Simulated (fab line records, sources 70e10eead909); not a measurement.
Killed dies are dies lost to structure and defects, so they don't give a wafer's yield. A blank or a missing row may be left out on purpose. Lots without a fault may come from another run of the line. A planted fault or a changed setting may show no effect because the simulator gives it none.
Chamber matching | flow nand_harc | NHARC_A_CONTACT_CMP_20 on cmp-01: 4 sister chambers
The step polishes, t overpolish 30 s, target thk 300 nm. 8 wafers are shown with their chamber, then 7 later ones without.

WAFERS WITH THEIR CHAMBER
wafer  | chamber | motor_current_A (A) | time_to_endpoint_s (s)
L075.1 | 2       | 10.4                | 58
L075.6 | 3       | 10.8                | 58
L074.1 | 2       | 9.8                 | 59
L074.6 | 3       | 10.6                | 58
L080.5 | 0       | 13.2                | 59
L080.6 | 1       | 12.1                | 63
L082.1 | 0       | 13.5                | 60
L082.3 | 1       | 11.3                | 63

WAFERS WITHOUT THEIR CHAMBER
wafer  | motor_current_A (A) | time_to_endpoint_s (s)
L082.6 | 13.0                | 62
L083.1 | 11.0                | 60
L083.3 | 11.2                | 60
L083.4 | 10.7                | 56
L085.3 | 10.9                | 58
L085.5 | 11.1                | 60
L085.6 | 13.0                | 65

WHICH CHAMBER EACH WENT THROUGH
wafer  | from the rows above               | in truth
L082.6 | can't be placed: 1 or 0           | 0
L083.1 | can't be placed: 2 or 3           | 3
L083.3 | can't be placed: 2 or 3 or 0 or 1 | 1
L083.4 | can't be placed: 3 or 2           | 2
L085.3 | can't be placed: 3 or 2           | 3
L085.5 | can't be placed: 2 or 3           | 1
L085.6 | 1                                 | 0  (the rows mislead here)
Placed correctly: 0 of 7. Can't be placed from these rows: 6 (the true chamber is among the candidates in 5). Placed wrongly: 1.
How it was worked out, from the rows above alone: a wafer's distance from a chamber is the root of the sum, over the readings, of the square of ((its reading less the chamber's mean) divided by the reading's scatter). The wafer belongs to the nearest chamber; if the next one is less than 2 further off, it can't be placed. A chamber's mean is the mean of its shown wafers. The scatter: the root of (the sum of the squares of (reading less its chamber's mean) over the shown wafers, divided by (wafers less chambers)).
